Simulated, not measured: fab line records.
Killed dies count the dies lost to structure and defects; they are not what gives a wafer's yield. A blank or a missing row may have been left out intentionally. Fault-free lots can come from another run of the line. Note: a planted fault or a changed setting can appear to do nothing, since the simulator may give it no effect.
The tool behind it: which one? + flow nandHarc + Sampling: 22 lots, 66 wafers, 6 of 1159 route steps

## WHAT THE GAUGES READ, wafer by wafer
The record holds no reading of a measuring or inspecting step that can be judged against a usual standard deviation.

## WHAT TOOL EACH LOT RAN ON (gives the tool, then ch and the chambers of the sampled wafers, and finally the start)
| lot  | NHARC_A_STAIRCASE_TRIM_22                    | NHARC_A_STAIRCASE_ETCH_190                   | NHARC_A_STAIRCASE_ETCH_203                   | NHARC_A_STAIRCASE_DESCUM_219      | NHARC_A_STAIRCASE_ETCH_230    | NHARC_A_STAIRCASE_ETCH_236    |
|------|----------------------------------------------|----------------------------------------------|----------------------------------------------|-----------------------------------|-------------------------------|-------------------------------|
| L074 | rieDiel-01 ch 0,2,3, day 11 15:32 or earlier | rieDiel-01 ch 0,1,2, day 11 15:32 or earlier | rieDiel-01 ch 0,2,3, day 11 15:32 or earlier | rieDiel-02 ch 0,2,3, day 11 15:32 | rieDiel-02 ch 0,2,3, no start | rieDiel-02 ch 0,1,2, no start |
| L075 | rieDiel-08 ch 1,2,3, day 11 15:48 or earlier | rieDiel-02 ch 0,1,2, day 11 15:48 or earlier | rieDiel-02 ch 0,1,3, day 11 15:48 or earlier | rieDiel-08 ch 0,2,3, day 11 15:48 | rieDiel-08 ch 1,2,3, no start | rieDiel-08 ch 0,2,3, no start |
| L078 | rieDiel-01 ch 2,3, day 11 23:36 or earlier   | rieDiel-01 ch 0,1,2, day 11 23:36 or earlier | rieDiel-01 ch 0,1,2, day 11 23:36 or earlier | rieDiel-08 ch 0,1, day 11 23:36   | rieDiel-08 ch 0,1, no start   | rieDiel-08 ch 0,1,3, no start |
| L077 | rieDiel-01 ch 0,2, day 12 01:06 or earlier   | rieDiel-01 ch 0,2, day 12 01:06 or earlier   | rieDiel-02 ch 0,2,3, day 12 01:06 or earlier | rieDiel-02 ch 0,2,3, day 12 01:06 | rieDiel-08 ch 0,1,3, no start | rieDiel-08 ch 0,1,3, no start |
| L076 | rieDiel-01 ch 0,1,2, day 12 05:08 or earlier | rieDiel-08 ch 1,2,3, day 12 05:08 or earlier | rieDiel-02 ch 2,3, day 12 05:08 or earlier   | rieDiel-08 ch 0,3, day 12 05:08   | rieDiel-08 ch 2,3, no start   | rieDiel-08 ch 0,2,3, no start |
| L079 | rieDiel-01 ch 0,2,3, day 12 09:53 or earlier | rieDiel-01 ch 1,3, day 12 09:53 or earlier   | rieDiel-01 ch 0,2, day 12 09:53 or earlier   | rieDiel-08 ch 1,2, day 12 09:53   | rieDiel-01 ch 0,1,2, no start | rieDiel-01 ch 0,1, no start   |
| L081 | rieDiel-01 ch 0,1,3, day 13 01:58 or earlier | rieDiel-02 ch 0,1,3, day 13 01:58 or earlier | rieDiel-02 ch 1,2, day 13 01:58 or earlier   | rieDiel-08 ch 0,2,3, day 13 01:58 | rieDiel-08 ch 0,1,3, no start | rieDiel-08 ch 0,1,2, no start |
| L080 | rieDiel-01 ch 0,2,3, day 13 05:39 or earlier | rieDiel-02 ch 2,3, day 13 05:39 or earlier   | rieDiel-02 ch 0,1,2, day 13 05:39 or earlier | rieDiel-02 ch 0,1, day 13 05:39   | rieDiel-01 ch 0,3, no start   | rieDiel-01 ch 2,3, no start   |
| L082 | rieDiel-01 ch 2,3, day 13 12:50 or earlier   | rieDiel-01 ch 1,2,3, day 13 12:50 or earlier | rieDiel-08 ch 0,1,3, day 13 12:50 or earlier | rieDiel-01 ch 1,2, day 13 12:50   | rieDiel-01 ch 0,1,3, no start | rieDiel-01 ch 0,1,3, no start |
| L087 | rieDiel-08 ch 0,3, day 14 14:58 or earlier   | rieDiel-08 ch 2,3, day 14 14:58 or earlier   | rieDiel-02 ch 1,2, day 14 14:58 or earlier   | rieDiel-02 ch 0,2,3, day 14 14:58 | rieDiel-01 ch 0,1,3, no start | rieDiel-01 ch 2,3, no start   |
| L088 | rieDiel-02 ch 1,2,3, day 14 11:37 or earlier | rieDiel-02 ch 1,2, day 14 11:37 or earlier   | rieDiel-02 ch 0,3, day 14 11:37 or earlier   | rieDiel-08 ch 1,2,3, day 14 11:37 | rieDiel-01 ch 1,2, no start   | rieDiel-01 ch 1,2, no start   |
| L085 | rieDiel-02 ch 1,2, day 14 16:35 or earlier   | rieDiel-02 ch 0,1,3, day 14 16:35 or earlier | rieDiel-01 ch 2,3, day 14 16:35              | rieDiel-01 ch 1,3, day 14 18:18   | rieDiel-01 ch 1,2,3, no start | rieDiel-01 ch 0,2, no start   |
| L086 | rieDiel-08 ch 1,2, day 14 19:12 or earlier   | rieDiel-01 ch 1,3, day 14 19:12 or earlier   | rieDiel-01 ch 0,2,3, day 14 19:12 or earlier | rieDiel-08 ch 1,2,3, day 14 19:12 | rieDiel-01 ch 0,1,2, no start | rieDiel-01 ch 0,1, no start   |
| L090 | rieDiel-01 ch 0,2,3, day 15 05:05 or earlier | rieDiel-01 ch 0,1,3, day 15 05:05 or earlier | rieDiel-01 ch 2,3, day 15 05:05 or earlier   | rieDiel-02 ch 1,2,3, day 15 05:05 | rieDiel-01 ch 0,1, no start   | rieDiel-01 ch 0,2, no start   |
| L089 | rieDiel-01 ch 0,1,3, day 15 05:49 or earlier | rieDiel-01 ch 0,1,3, day 15 05:49 or earlier | rieDiel-08 ch 0,3, day 15 05:49 or earlier   | rieDiel-02 ch 1,2,3, day 15 05:49 | rieDiel-01 ch 0,1,3, no start | rieDiel-01 ch 0,2, no start   |
| L092 | rieDiel-08 ch 2,3, day 15 10:23 or earlier   | rieDiel-08 ch 0,2,3, day 15 10:23 or earlier | rieDiel-08 ch 0,2,3, day 15 10:23 or earlier | rieDiel-01 ch 0,2,3, day 15 10:23 | rieDiel-08 ch 1,3, no start   | rieDiel-08 ch 0,1,3, no start |
| L091 | rieDiel-01 ch 0,2,3, day 15 10:46 or earlier | rieDiel-01 ch 0,1,3, day 15 10:46 or earlier | rieDiel-01 ch 1,2,3, day 15 10:46 or earlier | rieDiel-01 ch 0,2,3, day 15 10:46 | rieDiel-02 ch 1,2,3, no start | rieDiel-02 ch 0,2,3, no start |
| L094 | rieDiel-08 ch 0,2, day 16 02:10 or earlier   | rieDiel-08 ch 0,2,3, day 16 02:10 or earlier | rieDiel-08 ch 1,3, day 16 02:10 or earlier   | rieDiel-02 ch 2,3, day 16 02:10   | rieDiel-08 ch 0,2,3, no start | rieDiel-08 ch 1,2, no start   |
| L095 | rieDiel-08 ch 0,1,2, day 16 05:34 or earlier | rieDiel-01 ch 1,3, day 16 05:34 or earlier   | rieDiel-08 ch 0,1,2, day 16 05:34 or earlier | rieDiel-08 ch 0,1, day 16 05:34   | rieDiel-01 ch 0,2, no start   | rieDiel-01 ch 1,3, no start   |
| L093 | rieDiel-02 ch 0,1, day 16 06:01 or earlier   | rieDiel-08 ch 1,2,3, day 16 06:01 or earlier | rieDiel-01 ch 0,1,2, day 16 06:01 or earlier | rieDiel-01 ch 1,3, day 16 06:01   | rieDiel-08 ch 1,2, no start   | rieDiel-08 ch 1,3, no start   |
| L096 | rieDiel-02 ch 0,3, day 16 09:37 or earlier   | rieDiel-02 ch 0,3, day 16 09:37 or earlier   | rieDiel-02 ch 1,2, day 16 09:37 or earlier   | rieDiel-01 ch 0,2, day 16 09:37   | rieDiel-02 ch 0,1,2, no start | rieDiel-02 ch 0,1,3, no start |
| L097 | rieDiel-08 ch 1,2, day 16 21:01 or earlier   | rieDiel-08 ch 0,1,3, day 16 21:01 or earlier | rieDiel-08 ch 0,1,3, day 16 21:01 or earlier | rieDiel-08 ch 0,1, day 16 21:01   | rieDiel-01 ch 0,1, no start   | rieDiel-01 ch 0,2,3, no start |
- NHARC_A_STAIRCASE_TRIM_22: chemistry O2, time 211.2 s.
- NHARC_A_STAIRCASE_ETCH_190: etches the open film in C4F8/O2, target depth 100 nm, time 40.5 s.
- NHARC_A_STAIRCASE_ETCH_203: etches the open film in C4F8/O2, target depth 100 nm, time 40.5 s.
- NHARC_A_STAIRCASE_DESCUM_219: chemistry O2, time 3 s.
- NHARC_A_STAIRCASE_ETCH_230: etches the open film in C4F8/O2, target depth 100 nm, time 40.5 s.
- NHARC_A_STAIRCASE_ETCH_236: etches the open film in C4F8/O2, target depth 100 nm, time 40.5 s.

## WHAT THE TOOLS THEMSELVES READ (means of the sampled wafers that have a number; where no wafer has one, the mark that the record gives instead)
NHARC_A_STAIRCASE_TRIM_22. Usual: for chamberPressureMTorr, 60.00 mTorr with a standard deviation of 0.05; for drypumpMotorCurrentA, 5.8 A with a standard deviation of 0.46; for mfcArSccm, 0.017 sccm with a standard deviation of 0.014; for oesProductAu, 0.996 a.u. with a standard deviation of 0.01; for rfVppV, 57.7 V with a standard deviation of 0.88; for showerheadPlenumPTorr, 3.49 Torr with a standard deviation of 0.11; for throttleValvePct, 17.037 % with a standard deviation of 0.0086.
| lot  | tool       | chamberPressureMTorr (mTorr) | drypumpMotorCurrentA (A) | mfcArSccm (sccm) | oesProductAu (a.u.) | rfVppV (V) | showerheadPlenumPTorr (Torr) | throttleValvePct (%) | flag |
|------|------------|------------------------------|--------------------------|------------------|---------------------|------------|------------------------------|----------------------|------|
| L074 | rieDiel-01 | 60.01                        | 6.0                      | 0.022            | 0.987               | 58.2       | 3.43                         | 17.046               |      |
| L075 | rieDiel-08 | 59.98                        | 5.4                      | 0.017            | 0.990               | 58.0       | 3.57                         | 17.035               |      |
| L078 | rieDiel-01 | 59.99                        | 5.8                      | 0.027            | 0.980               | 58.9       | 3.44                         | 17.032               |      |
| L077 | rieDiel-01 | 60.03                        | 6.4                      | 0.025            | 0.992               | 57.6       | 3.46                         | 17.036               |      |
| L076 | rieDiel-01 | 59.97                        | 6.1                      | 0.018            | 0.995               | 57.8       | 3.52                         | 17.038               |      |
| L079 | rieDiel-01 | 60.00                        | 6.0                      | 0.022            | 0.988               | 57.7       | 3.42                         | 17.039               |      |
| L081 | rieDiel-01 | 60.06                        | 5.9                      | 0.011            | 0.991               | 57.6       | 3.47                         | 17.032               |      |
| L080 | rieDiel-01 | 59.95                        | 6.0                      | 0.022            | 0.991               | 57.7       | 3.42                         | 17.042               |      |
| L082 | rieDiel-01 | 60.02                        | 5.6                      | 0.020            | 0.999               | 57.8       | 3.39                         | 17.044               |      |
| L087 | rieDiel-08 | 60.04                        | 5.8                      | 0.000            | 1.001               | 57.0       | 3.43                         | 17.035               |      |
| L088 | rieDiel-02 | 59.99                        | 6.0                      | 0.017            | 1.003               | 57.7       | 3.52                         | 17.026               |      |
| L085 | rieDiel-02 | 59.96                        | 6.0                      | 0.019            | 1.000               | 58.6       | 3.55                         | 17.036               |      |
| L086 | rieDiel-08 | 59.98                        | 5.3                      | 0.022            | 0.993               | 57.8       | 3.49                         | 17.034               |      |
| L090 | rieDiel-01 | 59.97                        | 6.0                      | 0.022            | 0.998               | 57.4       | 3.41                         | 17.039               |      |
| L089 | rieDiel-01 | 60.00                        | 5.9                      | 0.011            | 0.994               | 58.6       | 3.46                         | 17.029               |      |
| L092 | rieDiel-08 | 60.00                        | 5.7                      | 0.022            | 0.997               | 57.9       | 3.62                         | 17.035               |      |
| L091 | rieDiel-01 | 60.01                        | 6.0                      | 0.022            | 0.995               | 57.4       | 3.41                         | 17.032               |      |
| L094 | rieDiel-08 | 60.06                        | 6.0                      | 0.011            | 1.000               | 57.3       | 3.42                         | 17.042               |      |
| L095 | rieDiel-08 | 59.99                        | 5.7                      | 0.017            | 1.002               | 58.4       | 3.45                         | 17.032               |      |
| L093 | rieDiel-02 | 60.01                        | 5.4                      | 0.025            | 0.999               | 57.0       | 3.56                         | 17.040               |      |
| L096 | rieDiel-02 | 59.96                        | 5.8                      | 0.011            | 0.999               | 58.1       | 3.52                         | 17.041               |      |
| L097 | rieDiel-08 | 59.99                        | 5.3                      | 0.022            | 0.998               | 57.0       | 3.48                         | 17.034               |      |

NHARC_A_STAIRCASE_ETCH_190. Usual: chamberPressureMTorr 25.001 mTorr, standard deviation 0.022; oesProductAu 0.937 a.u., standard deviation 0.014; rfVppV 895 V, standard deviation 4.1.
| lot  | tool       | chamberPressureMTorr (mTorr) | oesProductAu (a.u.) | rfVppV (V) | flag |
|------|------------|------------------------------|---------------------|------------|------|
| L074 | rieDiel-01 | 24.990                       | 0.936               | 896        |      |
| L075 | rieDiel-02 | 24.990                       | 0.953               | 897        |      |
| L078 | rieDiel-01 | 25.015                       | 0.932               | 895        |      |
| L077 | rieDiel-01 | 25.001                       | 0.916               | 893        |      |
| L076 | rieDiel-08 | 24.992                       | 0.927               | 897        |      |
| L079 | rieDiel-01 | 25.016                       | 0.931               | 897        |      |
| L081 | rieDiel-02 | 25.012                       | 0.955               | 898        |      |
| L080 | rieDiel-02 | 25.002                       | 0.956               | 894        |      |
| L082 | rieDiel-01 | 25.009                       | 0.941               | 895        |      |
| L087 | rieDiel-08 | 25.007                       | 0.936               | 900        |      |
| L088 | rieDiel-02 | 24.966                       | 0.929               | 894        |      |
| L085 | rieDiel-02 | 25.003                       | 0.949               | 897        |      |
| L086 | rieDiel-01 | 24.998                       | 0.947               | 895        |      |
| L090 | rieDiel-01 | 25.009                       | 0.934               | 893        |      |
| L089 | rieDiel-01 | 24.987                       | 0.933               | 893        |      |
| L092 | rieDiel-08 | 24.992                       | 0.923               | 896        |      |
| L091 | rieDiel-01 | 24.982                       | 0.941               | 893        |      |
| L094 | rieDiel-08 | 24.993                       | 0.939               | 894        |      |
| L095 | rieDiel-01 | 25.006                       | 0.941               | 895        |      |
| L093 | rieDiel-08 | 25.005                       | 0.934               | 897        |      |
| L096 | rieDiel-02 | 24.995                       | 0.951               | 897        |      |
| L097 | rieDiel-08 | 25.008                       | 0.933               | 894        |      |

NHARC_A_STAIRCASE_ETCH_203. Usual: chamberPressureMTorr 24.999 mTorr, standard deviation 0.021; oesProductAu 0.941 a.u., standard deviation 0.018; rfVppV 895 V, standard deviation 4.2.
| lot  | tool       | chamberPressureMTorr (mTorr) | oesProductAu (a.u.) | rfVppV (V) | flag |
|------|------------|------------------------------|---------------------|------------|------|
| L074 | rieDiel-01 | 25.013                       | 0.933               | 892        |      |
| L075 | rieDiel-02 | 24.999                       | 0.954               | 898        |      |
| L078 | rieDiel-01 | 24.989                       | 0.930               | 896        |      |
| L077 | rieDiel-02 | 24.998                       | 0.946               | 894        |      |
| L076 | rieDiel-02 | 25.003                       | 0.953               | 893        |      |
| L079 | rieDiel-01 | 24.999                       | 0.915               | 894        |      |
| L081 | rieDiel-02 | 25.023                       | 0.930               | 893        |      |
| L080 | rieDiel-02 | 24.997                       | 0.943               | 896        |      |
| L082 | rieDiel-08 | 25.013                       | 0.935               | 893        |      |
| L087 | rieDiel-02 | 25.018                       | 0.943               | 897        |      |
| L088 | rieDiel-02 | 25.002                       | 0.953               | 896        |      |
| L085 | rieDiel-01 | 24.989                       | 0.990               | 892        |      |
| L086 | rieDiel-01 | 24.987                       | 0.929               | 892        |      |
| L090 | rieDiel-01 | 24.993                       | 0.923               | 890        |      |
| L089 | rieDiel-08 | 25.006                       | 0.929               | 896        |      |
| L092 | rieDiel-08 | 24.985                       | 0.932               | 896        |      |
| L091 | rieDiel-01 | 24.960                       | 0.935               | 894        |      |
| L094 | rieDiel-08 | 25.026                       | 0.938               | 896        |      |
| L095 | rieDiel-08 | 24.992                       | 0.933               | 894        |      |
| L093 | rieDiel-01 | 24.994                       | 0.951               | 895        |      |
| L096 | rieDiel-02 | 24.983                       | 0.936               | 893        |      |
| L097 | rieDiel-08 | 25.018                       | 0.938               | 893        |      |

NHARC_A_STAIRCASE_DESCUM_219. Usual: for chamberPressureMTorr, 60.01 mTorr with a standard deviation of 0.053; for drypumpMotorCurrentA, 5.8 A with a standard deviation of 0.44; for mfcArSccm, 0.017 sccm with a standard deviation of 0.015; for oesProductAu, 0.996 a.u. with a standard deviation of 0.011; for rfVppV, 57.7 V with a standard deviation of 0.93; for showerheadPlenumPTorr, 1.90 Torr with a standard deviation of 0.065; for throttleValvePct, 11.310 % with a standard deviation of 0.0084.
| lot  | tool       | chamberPressureMTorr (mTorr) | drypumpMotorCurrentA (A) | mfcArSccm (sccm) | oesProductAu (a.u.) | rfVppV (V) | showerheadPlenumPTorr (Torr) | throttleValvePct (%) | flag |
|------|------------|------------------------------|--------------------------|------------------|---------------------|------------|------------------------------|----------------------|------|
| L074 | rieDiel-02 | 59.98                        | 5.7                      | 0.026            | 1.003               | 58.1       | 1.89                         | 11.319               |      |
| L075 | rieDiel-08 | 59.96                        | 5.7                      | 0.011            | 0.990               | 58.1       | 1.92                         | 11.313               |      |
| L078 | rieDiel-08 | 60.01                        | 5.4                      | 0.011            | 0.993               | 57.5       | 1.84                         | 11.309               |      |
| L077 | rieDiel-02 | 60.01                        | 5.7                      | 0.026            | 1.003               | 57.2       | 1.89                         | 11.309               |      |
| L076 | rieDiel-08 | 60.05                        | 5.6                      | 0.000            | 0.972               | 58.0       | 1.92                         | 11.308               |      |
| L079 | rieDiel-08 | 60.03                        | 5.6                      | 0.028            | 1.001               | 57.8       | 1.93                         | 11.315               |      |
| L081 | rieDiel-08 | 60.06                        | 5.8                      | 0.011            | 0.983               | 57.3       | 1.91                         | 11.302               |      |
| L080 | rieDiel-02 | 60.00                        | 5.7                      | 0.015            | 0.990               | 58.6       | 1.96                         | 11.313               |      |
| L082 | rieDiel-01 | 60.05                        | 5.8                      | 0.012            | 1.000               | 58.3       | 1.94                         | 11.312               |      |
| L087 | rieDiel-02 | 60.01                        | 5.7                      | 0.026            | 0.997               | 57.8       | 1.89                         | 11.313               |      |
| L088 | rieDiel-08 | 60.01                        | 5.4                      | 0.017            | 0.985               | 57.2       | 1.93                         | 11.304               |      |
| L085 | rieDiel-01 | 60.02                        | 5.6                      | 0.008            | 1.002               | 57.4       | 1.85                         | 11.310               |      |
| L086 | rieDiel-08 | 60.00                        | 5.4                      | 0.017            | 1.003               | 58.8       | 1.93                         | 11.313               |      |
| L090 | rieDiel-02 | 59.97                        | 6.0                      | 0.017            | 0.993               | 57.2       | 1.91                         | 11.306               |      |
| L089 | rieDiel-02 | 60.00                        | 6.0                      | 0.017            | 1.001               | 57.7       | 1.91                         | 11.311               |      |
| L092 | rieDiel-01 | 60.00                        | 6.0                      | 0.022            | 0.999               | 57.4       | 1.85                         | 11.314               |      |
| L091 | rieDiel-01 | 60.02                        | 6.0                      | 0.022            | 0.990               | 57.4       | 1.85                         | 11.316               |      |
| L094 | rieDiel-02 | 59.99                        | 6.0                      | 0.029            | 0.996               | 57.4       | 1.85                         | 11.294               |      |
| L095 | rieDiel-08 | 59.98                        | 5.4                      | 0.011            | 0.995               | 57.0       | 1.83                         | 11.307               |      |
| L093 | rieDiel-01 | 60.00                        | 5.6                      | 0.008            | 1.001               | 56.9       | 1.85                         | 11.302               |      |
| L096 | rieDiel-01 | 60.02                        | 6.1                      | 0.030            | 0.998               | 58.1       | 1.87                         | 11.312               |      |
| L097 | rieDiel-08 | 59.97                        | 5.7                      | 0.006            | 1.004               | 56.7       | 1.82                         | 11.316               |      |

NHARC_A_STAIRCASE_ETCH_230. Usual: chamberPressureMTorr 25.000 mTorr, standard deviation 0.021; oesProductAu 0.943 a.u., standard deviation 0.018; rfVppV 895 V, standard deviation 4.1.
| lot  | tool       | chamberPressureMTorr (mTorr) | oesProductAu (a.u.) | rfVppV (V) | flag |
|------|------------|------------------------------|---------------------|------------|------|
| L074 | rieDiel-02 | 25.002                       | 0.935               | 895        |      |
| L075 | rieDiel-08 | 25.012                       | 0.935               | 898        |      |
| L078 | rieDiel-08 | 24.990                       | 0.924               | 891        |      |
| L077 | rieDiel-08 | 24.983                       | 0.939               | 895        |      |
| L076 | rieDiel-08 | 25.011                       | 0.940               | 899        |      |
| L079 | rieDiel-01 | 24.984                       | 0.952               | 895        |      |
| L081 | rieDiel-08 | 24.990                       | 0.931               | 894        |      |
| L080 | rieDiel-01 | 25.014                       | 0.912               | 891        |      |
| L082 | rieDiel-01 | 24.986                       | 0.943               | 893        |      |
| L087 | rieDiel-01 | 24.995                       | 0.942               | 893        |      |
| L088 | rieDiel-01 | 24.982                       | 0.938               | 898        |      |
| L085 | rieDiel-01 | 25.007                       | 0.939               | 894        |      |
| L086 | rieDiel-01 | 25.012                       | 0.961               | 895        |      |
| L090 | rieDiel-01 | 24.993                       | 0.938               | 897        |      |
| L089 | rieDiel-01 | 25.000                       | 0.940               | 893        |      |
| L092 | rieDiel-08 | 25.012                       | 0.969               | 894        |      |
| L091 | rieDiel-02 | 25.026                       | 0.950               | 896        |      |
| L094 | rieDiel-08 | 25.003                       | 0.948               | 895        |      |
| L095 | rieDiel-01 | 24.992                       | 0.963               | 893        |      |
| L093 | rieDiel-08 | 25.003                       | 0.969               | 895        |      |
| L096 | rieDiel-02 | 25.006                       | 0.949               | 895        |      |
| L097 | rieDiel-01 | 25.008                       | 0.932               | 894        |      |

NHARC_A_STAIRCASE_ETCH_236. Usual: chamberPressureMTorr 24.998 mTorr, standard deviation 0.023; oesProductAu 0.939 a.u., standard deviation 0.013; rfVppV 894 V, standard deviation 4.1.
| lot  | tool       | chamberPressureMTorr (mTorr) | oesProductAu (a.u.) | rfVppV (V) | flag |
|------|------------|------------------------------|---------------------|------------|------|
| L074 | rieDiel-02 | 24.979                       | 0.950               | 896        |      |
| L075 | rieDiel-08 | 24.991                       | 0.937               | 896        |      |
| L078 | rieDiel-08 | 24.979                       | 0.919               | 894        |      |
| L077 | rieDiel-08 | 25.003                       | 0.939               | 894        |      |
| L076 | rieDiel-08 | 25.015                       | 0.930               | 896        |      |
| L079 | rieDiel-01 | 24.992                       | 0.942               | 896        |      |
| L081 | rieDiel-08 | 25.007                       | 0.938               | 894        |      |
| L080 | rieDiel-01 | 24.994                       | 0.929               | 892        |      |
| L082 | rieDiel-01 | 24.986                       | 0.928               | 893        |      |
| L087 | rieDiel-01 | 24.995                       | 0.941               | 892        |      |
| L088 | rieDiel-01 | 25.008                       | 0.950               | 899        |      |
| L085 | rieDiel-01 | 24.999                       | 0.928               | 893        |      |
| L086 | rieDiel-01 | 24.995                       | 0.943               | 897        |      |
| L090 | rieDiel-01 | 25.008                       | 0.940               | 894        |      |
| L089 | rieDiel-01 | 25.009                       | 0.948               | 894        |      |
| L092 | rieDiel-08 | 24.998                       | 0.928               | 893        |      |
| L091 | rieDiel-02 | 24.976                       | 0.935               | 895        |      |
| L094 | rieDiel-08 | 24.997                       | 0.947               | 897        |      |
| L095 | rieDiel-01 | 24.981                       | 0.954               | 895        |      |
| L093 | rieDiel-08 | 25.009                       | 0.946               | 894        |      |
| L096 | rieDiel-02 | 25.025                       | 0.952               | 897        |      |
| L097 | rieDiel-01 | 25.009                       | 0.934               | 892        |      |

## THE ANSWER, worked out from the rows above alone
Rule: take the mean of a lot's wafers that have a number; if it is more than 3 standard deviations from the usual mean, the lot is off. Also off: a lot with no number at a reading for which 4 or more lots have one. All remaining lots with rows at the step are treated as sound. Order of review: gauges by route order, followed by the tools' own readings, for which a lot's mean as printed above is used. At the first step where some lot is off, the reading lying furthest off is the one used; lots without a number count as furthest.
No lot is off on any of the readings shown, so nothing can be concluded from this.

## WHAT WAS PUT IN BY THE SIMULATOR
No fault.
